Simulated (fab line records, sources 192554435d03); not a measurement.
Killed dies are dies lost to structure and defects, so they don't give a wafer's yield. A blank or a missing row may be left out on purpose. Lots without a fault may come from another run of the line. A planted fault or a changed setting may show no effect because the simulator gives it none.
One fault seen from 2 desks | flow n5_finfet | each desk has only its own numbers; what lay behind them comes last

THE TOOL OWNER'S DESK: litho_track-03
The tool's own readings at N5_FIN_CUT_COAT_18 (time 60 s, resist thk 230 nm): means of the sampled wafers that have a number, for each lot that ran on this tool. A lot is out of limits, marked OUT, if its mean lies more than 4 standard deviations from the usual mean; the brackets give that distance.
Columns: A = heater_power_total_W at N5_FIN_CUT_COAT_18, usual 500.4 W; B = plate_temp_C at N5_FIN_CUT_COAT_18, usual 249.99 C
lot  | first seen here | A               | B
L826 | day 4 09:50     | 500.4           | 250.11
L831 | day 5 14:50     | 439.8 (-32) OUT | 224.46 (-99 or more) OUT
L836 | day 6 22:19     | 437.7 (-33) OUT | 224.45 (-99 or more) OUT
This desk's finding: out of limits on L831, L836; first on L831, day 5 14:50 (heater_power_total_W at N5_FIN_CUT_COAT_18). In limits: L826.

THE METROLOGY DESK
What the gauges read, lot by lot, whatever tool the lot ran on: means of the sampled wafers that have a number. A lot is out of limits, marked OUT, if its mean lies more than 4 standard deviations from the usual mean; the brackets give that distance. Of its 10 readings 7 are shown: those that lie furthest out on some lot.
Columns: A = DIBL_N at N5_BEOL_M4_RC_MEAS_101, usual 36.4 mV/V; B = IOFF_N at N5_BEOL_M4_RC_MEAS_101, usual 0.163 nA/um; C = IOFF_P at N5_BEOL_M4_RC_MEAS_101, usual 0.21 nA/um; D = ION_P at N5_BEOL_M4_RC_MEAS_101, usual 461 uA/um; E = SS_N at N5_BEOL_M4_RC_MEAS_101, usual 71.6 mV/dec; F = SS_P at N5_BEOL_M4_RC_MEAS_101, usual 73.3 mV/dec; G = VT_P at N5_BEOL_M4_RC_MEAS_101, usual -250 mV
lot  | first seen here | A    | B     | C    | D   | E    | F    | G
L826 | day 10 08:56    | 35.2 | 0.147 | 0.19 | 454 | 71.4 | 73.1 | -253
L831 | day 11 18:04    | 36.7 | 0.190 | 0.24 | 465 | 72.1 | 73.9 | -248
L836 | day 12 19:11    | 36.9 | 0.154 | 0.20 | 460 | 71.4 | 73.7 | -252
L840 | day 13 17:56    | 39.8 | 0.198 | 0.28 | 469 | 72.3 | 73.5 | -244
This desk's finding: nothing out of limits on any of the 4 lots.

PUT TOGETHER
The tool owner's desk could have raised an alarm at day 5 14:50, on L831, L836.
The metrology desk saw nothing out of limits.
The metrology desk has L831, L836 on record, within its limits.
Of the lots named, all ran N5_FIN_CUT_COAT_18 on litho_track-03.

WHAT THE SIMULATOR HAD PUT IN
Process parameter drift: litho_track-03, from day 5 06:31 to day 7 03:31, at N5_FIN_CUT_COAT_18. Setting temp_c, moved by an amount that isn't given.
Lots struck among those shown: L831, L836.
Hours from the fault's start to each desk's first reading out of limits: the tool owner's desk, 8.
